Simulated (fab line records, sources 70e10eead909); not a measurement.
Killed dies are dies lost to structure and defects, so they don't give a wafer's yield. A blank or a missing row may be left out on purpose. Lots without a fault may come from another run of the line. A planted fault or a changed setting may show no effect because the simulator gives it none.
Chamber matching | flow nand_harc | NHARC_A_STAIRCASE_ETCHBACK_422 on rie_diel-13: 4 sister chambers
The step etches the open film in CH3F/O2, target depth 40 nm, time 74.286 s. 4 wafers are shown with their chamber, then 7 later ones without.

WAFERS WITH THEIR CHAMBER
wafer  | chamber | showerhead_plenum_p_Torr (Torr)
L082.4 | 2       | 2.46
L092.1 | 0       | 2.48
L093.1 | 3       | 2.46
L093.5 | 1       | 2.58

WAFERS WITHOUT THEIR CHAMBER
wafer  | showerhead_plenum_p_Torr (Torr)
L093.6 | 2.48
L096.2 | 2.58
L096.3 | 2.46
L096.4 | 2.48
L097.2 | 2.45
L097.3 | 2.48
L097.6 | 2.58

WHICH CHAMBER EACH WENT THROUGH
wafer  | from the rows above     | in truth
L093.6 | 0                       | 0
L096.2 | 1                       | 1
L096.3 | can't be placed: 2 or 3 | 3
L096.4 | 0                       | 0
L097.2 | can't be placed: 2 or 3 | 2
L097.3 | 0                       | 0
L097.6 | 1                       | 1
Placed correctly: 5 of 7. Can't be placed from these rows: 2 (the true chamber is among the candidates in 2). Placed wrongly: 0.
How it was worked out, from the rows above alone: a wafer's distance from a chamber is the root of the sum, over the readings, of the square of ((its reading less the chamber's mean) divided by the reading's scatter). The wafer belongs to the nearest chamber; if the next one is less than 2 further off, it can't be placed. A chamber's mean is the mean of its shown wafers. The scatter: with one shown wafer a chamber, the root of the mean of the squares of how far each hidden wafer lies from its nearest shown one.
